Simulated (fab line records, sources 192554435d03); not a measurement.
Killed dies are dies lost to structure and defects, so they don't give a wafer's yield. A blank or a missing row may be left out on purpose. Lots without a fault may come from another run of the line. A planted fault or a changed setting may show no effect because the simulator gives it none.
fab line records | flow n5_finfet
record lots=11 wafers=33 last_day=18
route steps=1938 shown BEOL_M4@1078 PASSIVATION@1936
lots that met no fault: from a run of the same line without faults
start_h: hours from the record's first day to the start of the lot's first wafer shown | wait_h: hours since the lot's step before | " the same as in the row above | L1.1+2: a row that stands for several wafers | - no value, or no start given | * or withheld: withheld | < > ~ a bound
route shown NAME@n: a module of which the file shows steps, and the number in the route of the first | usual: mean/standard deviation of fault-free wafers | same: alike in all rows | chamber/n: place in a boat | sites: the reading at each site | _std_site: their standard deviation | _edge_site: outer sites' mean less inner sites' | radius_mm: how far each site lies from the wafer's centre | mask NAME#n: copy n | behind: the tool/chamber that last shaped the wafer | hold: why the lot was held/for how many hours/how that ended | device: the transistor (n, p or np) that didn't switch | end of line: the same wafers' tests at the end of the route | a step without rows: its recipe alone | killed: dies lost to structure and defects at the first sort, not the wafer's yield | map: a wafer's dies, x killed, . not, _ none there
set.NAME: the setting as run; set.NAME@STEP: as run at that earlier step | model.NAME: the simulator's own value behind a step, which no gauge read
steps of the route over a sample of lots; a table a step, a row a wafer
## steps
# step N5_BEOL_M4_CD_MEAS_35
# recipe target_cd_nm=18 target_cd_y_nm=22.4 polarity=opening
# usual cd_nm=18.2/0.36
# columns lot.wafer tool chamber start_h wait_h cd_nm
L864.4 cd_sem-01 - 171.78 0.0 18.5
L864.5 " - " " 18.2
L864.6 " - " " 18.2
L867.4 cd_sem-01 - 182.33 0.0 18.6
L867.5 " - " " 17.8
L867.6 " - " " 17.9
L870.2 cd_sem-03 - 225.33 0.0 18.2
L870.4 " - " " 17.8
L870.5 " - " " 18.0
L871.2 cd_sem-01 - 233.10 0.0 18.1
L871.3 " - " " 18.3
L871.6 " - " " 18.0
L872.1 cd_sem-01 - 236.00 0.0 18.2
L872.5 " - " " 18.2
L872.6 " - " " 19.3
L874.2 cd_sem-03 - 241.78 0.0 18.7
L874.3 " - " " 18.2
L874.5 " - " " 17.8
L876.1 cd_sem-03 - 251.06 0.0 18.4
L876.2 " - " " 18.2
L876.3 " - " " 18.9
L875.3 cd_sem-01 - 251.19 0.0 18.2
L875.5 " - " " 18.3
L875.6 " - " " 18.3
L881.1 cd_sem-02 - 288.06 0.0 18.2
L881.3 " - " " 17.9
L881.6 " - " " 17.5
L884.1 cd_sem-01 - 305.01 0.0 19.2
L884.3 " - " " 18.8
L884.4 " - " " 18.1
L885.1 cd_sem-01 - 311.26 0.0 17.9
L885.2 " - " " 18.3
L885.5 " - " " 18.5
# step N5_BEOL_M4_DEGAS_44
# recipe ambient=vacuum temp_c=250 time_s=60
# usual heater_power_w=351/48
# columns lot.wafer tool chamber start_h wait_h heater_power_w
L864.4 pvd_sputter-02 - 172.07 0.3 423
L864.5 " - " " 424
L864.6 " - " " 335
L867.4 pvd_sputter-02 - 182.40 0.1 424
L867.5 " - " " 435
L867.6 " - " " 338
L870.2 pvd_sputter-03 - 226.22 0.9 315
L870.4 " - " " 352
L870.5 " - " " 354
L871.2 pvd_sputter-02 - 233.23 0.1 430
L871.3 " - " " 427
L871.6 " - " " 423
L872.1 pvd_sputter-01 - 236.55 0.5 285
L872.5 " - " " 284
L872.6 " - " " 273
L874.2 pvd_sputter-03 - 242.50 0.7 317
L874.3 " - " " 344
L874.5 " - " " 295
L876.1 pvd_sputter-03 - 251.32 0.3 365
L876.2 " - " " 305
L876.3 " - " " 291
L875.3 pvd_sputter-03 - 251.40 0.2 357
L875.5 " - " " 356
L875.6 " - " " 306
L881.1 pvd_sputter-03 - 288.10 0.0 289
L881.3 " - " " 347
L881.6 " - " " 315
L884.1 pvd_sputter-02 - 306.47 1.5 348
L884.3 " - " " 437
L884.4 " - " " 339
L885.1 pvd_sputter-01 - 311.74 0.5 384
L885.2 " - " " 285
L885.5 " - " " 374
# step N5_BEOL_M4_ANNEAL_49
# recipe temp_c=400 time_s=240 ambient=vacuum
# usual heater_power_w=851/120
# columns lot.wafer tool chamber start_h wait_h heater_power_w
L864.4 pvd_sputter-03 - 174.25 0.0 790
L864.5 " - " " 873
L864.6 " - " " 757
L867.4 pvd_sputter-01 - 183.12 0.0 964
L867.5 " - " " 695
L867.6 " - " " 692
L870.2 pvd_sputter-03 - 227.06 0.0 900
L870.4 " - " " 732
L870.5 " - " " 874
L871.2 pvd_sputter-02 - 234.45 0.0 1024
L871.3 " - " " 856
L871.6 " - " " 1090
L872.1 pvd_sputter-02 - 237.43 0.0 1061
L872.5 " - " " 862
L872.6 " - " " 1091
L874.2 pvd_sputter-01 - 243.23 0.0 704
L874.3 " - " " 980
L874.5 " - " " 672
L876.1 pvd_sputter-02 - 252.22 0.0 847
L876.2 " - " " 1087
L876.3 " - " " 874
L875.3 pvd_sputter-03 - 252.48 0.0 727
L875.5 " - " " 780
L875.6 " - " " 882
L881.1 pvd_sputter-02 - 289.41 0.0 890
L881.3 " - " " 860
L881.6 " - " " 1081
L884.1 pvd_sputter-01 - 307.14 0.0 974
L884.3 " - " " 679
L884.4 " - " " 811
L885.1 pvd_sputter-02 - 312.57 0.0 1055
L885.2 " - " " 845
L885.5 " - " " 895
# step N5_BEOL_M4_SPUTTER_81
# recipe material=Cu target_thk_a=45 temp_c=-20 chamber_pressure_pa=0.07 power_w=withheld time_s=8.29
# usual chamber_pressure_pa=0.07001/0.00014 chuck_gas_flow_sccm=1.27/0.056 throttle_valve_pct=29.8/1.1
# columns lot.wafer tool chamber start_h wait_h chamber_pressure_pa chuck_gas_flow_sccm throttle_valve_pct
L864.4 pvd_sputter-03 - 174.61 0.1 0.07 1.34 27.1
L864.5 " - " " 0.06991 1.39 30.4
L864.6 " - " " 0.06984 1.34 27.2
L867.4 pvd_sputter-01 - 183.48 0.1 0.0701 1.24 30.5
L867.5 " - " " 0.06976 1.19 30.6
L867.6 " - " " 0.07016 1.27 29.5
L870.2 pvd_sputter-03 - 227.42 0.1 0.06991 1.29 30.2
L870.4 " - " " 0.06996 1.21 30.5
L870.5 " - " " 0.06989 1.27 30.1
L871.2 pvd_sputter-02 - 234.81 0.1 0.07028 1.26 31.2
L871.3 " - " " 0.06998 1.15 30.8
L871.6 " - " " 0.06981 1.28 29.7
L872.1 pvd_sputter-02 - 237.79 0.1 0.06992 1.29 30.0
L872.5 " - " " 0.06993 1.17 30.5
L872.6 " - " " 0.06988 1.26 29.6
L874.2 pvd_sputter-01 - 243.59 0.1 - - -
L874.3 " - " " - - -
L874.5 " - " " - - -
L876.1 pvd_sputter-02 - 252.58 0.1 - - -
L876.2 " - " " - - -
L876.3 " - " " - - -
L875.3 pvd_sputter-03 - 252.84 0.1 0.07024 1.30 30.2
L875.5 " - " " 0.06997 1.18 27.3
L875.6 " - " " 0.07005 1.31 30.4
L881.1 pvd_sputter-02 - 289.77 0.1 0.0698 1.36 30.3
L881.3 " - " " 0.06996 1.33 31.0
L881.6 " - " " 0.07019 1.25 31.1
L884.1 pvd_sputter-01 - 307.50 0.1 0.06983 1.23 30.5
L884.3 " - " " 0.07015 1.31 29.7
L884.4 " - " " 0.07001 1.34 28.0
L885.1 pvd_sputter-02 - 312.93 0.1 0.07015 1.29 29.6
L885.2 " - " " 0.07012 1.23 30.5
L885.5 " - " " 0.07028 1.20 30.4
# step N5_BEOL_M4_RC_MEAS_101
# usual DIBL_N=35.9/1.7 DIBL_P=35.8/2.2 IOFF_N=0.15/0.03 IOFF_P=0.21/0.036 ION_N=674/12 ION_P=463/7.2 SS_N=71.3/0.59 SS_P=73.1/0.69 VT_N=250/3 VT_P=-251/3.2
# columns lot.wafer tool chamber start_h wait_h DIBL_N[mV/V] DIBL_P[mV/V] IOFF_N[nA/um] IOFF_P[nA/um] ION_N[uA/um] ION_P[uA/um] SS_N[mV/dec] SS_P[mV/dec] VT_N[mV] VT_P[mV]
L864.4 prober-01 0 177.57 0.6 34.2 33.4 0.13 0.20 674 468 71.0 72.0 249 -251
L864.5 " 0 " " 33.6 33.0 0.12 0.19 658 462 71.3 72.1 254 -250
L864.6 " 0 " " 34.9 34.2 0.14 0.20 668 462 71.7 73.0 252 -249
L867.4 prober-02 0 186.36 0.5 34.0 33.5 0.12 0.19 662 460 70.9 72.6 253 -251
L867.5 " 0 " " 36.1 35.7 0.16 0.22 679 470 70.9 72.7 248 -248
L867.6 " 0 " " 35.6 35.3 0.13 0.20 662 464 70.7 72.9 252 -249
L870.2 prober-01 0 229.99 0.2 35.7 37.4 0.15 0.20 675 467 71.2 73.1 250 -252
L870.4 " 0 " " 35.9 36.5 0.14 0.21 675 467 71.5 73.0 254 -249
L870.5 " 0 " " 35.3 37.5 0.15 0.22 685 474 71.3 72.5 249 -252
L871.2 prober-02 0 237.47 0.2 35.7 36.3 0.16 0.18 688 465 71.5 73.7 248 -252
L871.3 " 0 " " 33.1 33.1 0.12 0.14 658 447 70.5 72.7 251 -258
L871.6 " 0 " " 35.6 35.3 0.16 0.17 684 457 70.8 73.5 248 -256
L872.1 prober-02 0 240.21 0.0 33.3 32.4 0.10 0.14 656 457 70.1 71.9 252 -255
L872.5 " 0 " " 34.1 35.3 0.12 0.17 665 457 70.3 73.2 253 -255
L872.6 " 0 " " 34.9 33.7 0.12 0.15 649 447 70.9 72.8 253 -258
L874.2 prober-02 0 246.18 0.2 36.9 37.0 0.18 0.25 690 472 71.2 73.0 246 -246
L874.3 " 0 " " 36.7 37.3 0.17 0.24 670 457 71.8 73.6 250 -248
L874.5 " 0 " " 35.9 35.6 0.15 0.22 678 468 71.6 73.4 251 -250
L876.1 prober-02 0 255.00 0.0 34.1 34.2 0.11 0.16 660 454 70.6 73.3 255 -254
L876.2 " 0 " " 38.9 39.7 0.19 0.23 669 453 72.1 74.7 249 -254
L876.3 " 0 " " 35.0 34.5 0.12 0.15 656 452 71.2 72.7 253 -258
L875.3 prober-01 0 255.57 0.3 33.0 32.8 0.12 0.17 670 465 70.8 72.5 252 -253
L875.5 " 0 " " 35.6 36.6 0.15 0.22 678 465 71.9 73.1 249 -250
L875.6 " 0 " " 32.2 31.0 0.10 0.14 658 450 70.7 71.9 256 -255
L881.1 prober-01 0 292.19 0.0 33.5 33.8 0.13 0.19 670 464 70.4 72.4 250 -248
L881.3 " 0 " " 32.6 31.7 0.11 0.17 645 447 70.0 72.1 252 -251
L881.6 " 0 " " 36.3 35.8 0.17 0.22 681 468 71.0 73.4 251 -248
L884.1 prober-02 0 310.02 0.0 35.8 36.1 0.15 0.21 673 461 71.4 73.9 248 -251
L884.3 " 0 " " 37.6 38.6 0.19 0.25 686 467 72.0 74.6 246 -249
L884.4 " 0 " " 34.1 33.2 0.12 0.16 665 455 70.5 72.6 255 -251
L885.1 prober-02 0 315.37 0.0 33.7 34.0 0.11 0.16 667 464 70.3 72.1 256 -255
L885.2 " 0 " " 36.1 36.2 0.14 0.18 675 457 71.2 73.5 254 -251
L885.5 " 0 " " 34.0 34.3 0.11 0.15 658 457 70.8 72.1 255 -255
# step N5_PASSIVATION_PROBE_49
# usual defect_limited_yield=91.0/1.5 killed_at_M0_to_M3=35/12 killed_at_M4_up=15/5.8 killed_at_contacts=14/7.2 killed_at_front_end=40/10 killed_at_other=3/3 killed_dies=106/18 killed_open=68/14 killed_short=35/7.2 sort_bin_5_function=5.2/0.96 sort_bin_6_memory=3.3/0.69 sort_bin_8_speed=0.00/0.022 sort_n_pass=1074/18 sort_yield_pct=91.0/1.5
# same gross_dies=1180 killed_at_back_side=0 sort_bin_4_leakage[%]=0
# columns lot.wafer tool chamber start_h wait_h defect_limited_yield[%] killed_at_M0_to_M3 killed_at_M4_up killed_at_contacts killed_at_front_end killed_at_other killed_dies killed_open killed_short sort_bin_5_function[%] sort_bin_6_memory[%] sort_bin_8_speed[%] sort_n_pass sort_yield_pct[%]
L871.2 prober-02 - 343.62 0.1 89.8 37 13 28 36 6 120 83 32 6.6 3.6 0 1060 89.8
L871.3 prober-02 - 343.67 0.1 88.1 46 29 18 43 4 140 96 38 6.5 4.5 0 1040 88.1
L871.6 prober-02 - 343.82 0.3 88.4 51 19 17 48 2 137 96 38 6.4 4.6 0 1043 88.4
L874.2 prober-02 - 346.40 0.9 92.2 13 25 33 19 2 92 60 18 4.7 2.7 0 1088 92.2
L874.3 prober-02 - 346.45 0.9 90.7 21 22 8 52 7 110 63 37 4.3 4.4 0 1070 90.7
L874.5 prober-02 - 346.55 1.0 91.8 19 28 16 27 7 97 61 31 4.3 3.6 0 1083 91.8
L876.1 prober-02 - 365.40 0.3 92.5 30 13 8 32 5 88 54 28 4.3 2.9 0 1092 92.5
L876.2 prober-02 - 365.45 0.4 91.9 24 29 8 29 6 96 54 28 5.1 2.9 0 1084 91.9
L876.3 prober-02 - 365.50 0.4 92.3 37 15 11 26 2 91 57 26 4.7 2.5 0 1089 92.3
# killed by level:class
L871.2 MOL_CONTACT_COAG:geometric_particle:open=25 BEOL_M2:geometric_particle:open=10 STI_FIN_REVEAL:geometric_particle:open=9 FIN_SAQP:geometric_particle:short=8 BEOL_M0_SAQP:geometric_particle:open=7 STARTING-WAFER:geometric_particle:open=5 FIN_SAQP:geometric_particle:open=4 BEOL_M0_SAQP:geometric_particle:short=4
L871.3 STI_FIN_REVEAL:geometric_particle:open=20 BEOL_M3:geometric_particle:open=14 MOL_CONTACT_COAG:geometric_particle:open=14 BEOL_M4:geometric_particle:open=11 BEOL_M2:geometric_particle:open=11 BEOL_M3:geometric_particle:short=9 BEOL_M8:geometric_particle:open=6 GATE_CUT:geometric_particle:short=4
L871.6 MOL_CONTACT_COAG:geometric_particle:open=16 FIN_SAQP:geometric_particle:open=13 FIN_SAQP:geometric_particle:short=10 BEOL_M1:geometric_particle:open=8 BEOL_M0_SAQP:geometric_particle:open=8 BEOL_M0:geometric_particle:open=8 STI_FIN_REVEAL:geometric_particle:open=7 BEOL_M3:geometric_particle:short=7
L874.2 MOL_CONTACT_COAG:geometric_particle:open=27 BEOL_M4:geometric_particle:open=9 MOL_CONTACT_COAG:geometric_particle:short=6 BEOL_M4:interface_void_opened=6 BEOL_M0_SAQP:geometric_particle:open=6 FIN_SAQP:geometric_particle:open=4 GATE_CUT:geometric_particle:short=4 STI_FIN_REVEAL:geometric_particle:open=3
L874.3 DUMMY_GATE:geometric_particle:open=14 FIN_SAQP:geometric_particle:open=8 FIN_SAQP:geometric_particle:short=8 BEOL_M0_SAQP:geometric_particle:open=8 BEOL_M0_SAQP:geometric_particle:short=7 BEOL_M4:interface_void_opened=7 STI_FIN_REVEAL:geometric_particle:open=6 DUMMY_GATE:geometric_particle:short=6
L874.5 MOL_CONTACT_COAG:geometric_particle:open=11 BEOL_M4:geometric_particle:open=11 BEOL_M0_SAQP:geometric_particle:short=7 DUMMY_GATE:geometric_particle:open=6 BEOL_M0_SAQP:geometric_particle:open=6 MOL_CONTACT_COAG:geometric_particle:short=5 FIN_SAQP:geometric_particle:open=4 BEOL_M2:geometric_particle:open=4
L876.1 BEOL_M0_SAQP:geometric_particle:open=10 FIN_SAQP:geometric_particle:open=8 SPACER0:geometric_particle:open=6 MOL_CONTACT_COAG:geometric_particle:open=6 BEOL_M3:geometric_particle:open=6 FIN_SAQP:geometric_particle:short=5 BEOL_M4:interface_void_opened=5 BEOL_M0_SAQP:geometric_particle:short=4
L876.2 BEOL_M4:interface_void_opened=10 FIN_SAQP:geometric_particle:open=8 BEOL_M4:geometric_particle:open=8 BEOL_M3:geometric_particle:open=7 GATE_CUT:geometric_particle:short=5 MOL_CONTACT_COAG:geometric_particle:open=5 BEOL_M2:geometric_particle:open=5 FIN_SAQP:geometric_particle:short=4
L876.3 MOL_CONTACT_COAG:geometric_particle:open=10 BEOL_M3:geometric_particle:open=9 BEOL_M0_SAQP:geometric_particle:open=7 BEOL_M2:geometric_particle:open=7 FIN_SAQP:geometric_particle:open=6 BEOL_M0_SAQP:geometric_particle:short=6 BEOL_M3:geometric_particle:short=6 BEOL_M4:interface_void_opened=5
## key
first_sign step=N5_BEOL_M4_SPUTTER_81 reading=tool_record direction=missing
effect none on later readings
met_at N5_BEOL_M4_SPUTTER_81
struck_lots L874,L876
not_acting_at N5_BEOL_M4_CD_MEAS_35,N5_BEOL_M4_DEGAS_44,N5_BEOL_M4_ANNEAL_49
onset_between 237.79 243.59
fault kind=skipped_step_whole tool=pvd_sputter-01,pvd_sputter-02 chamber=- onset_h=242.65 steps=N5_BEOL_M4_SPUTTER_81 scope=struck_lots_only
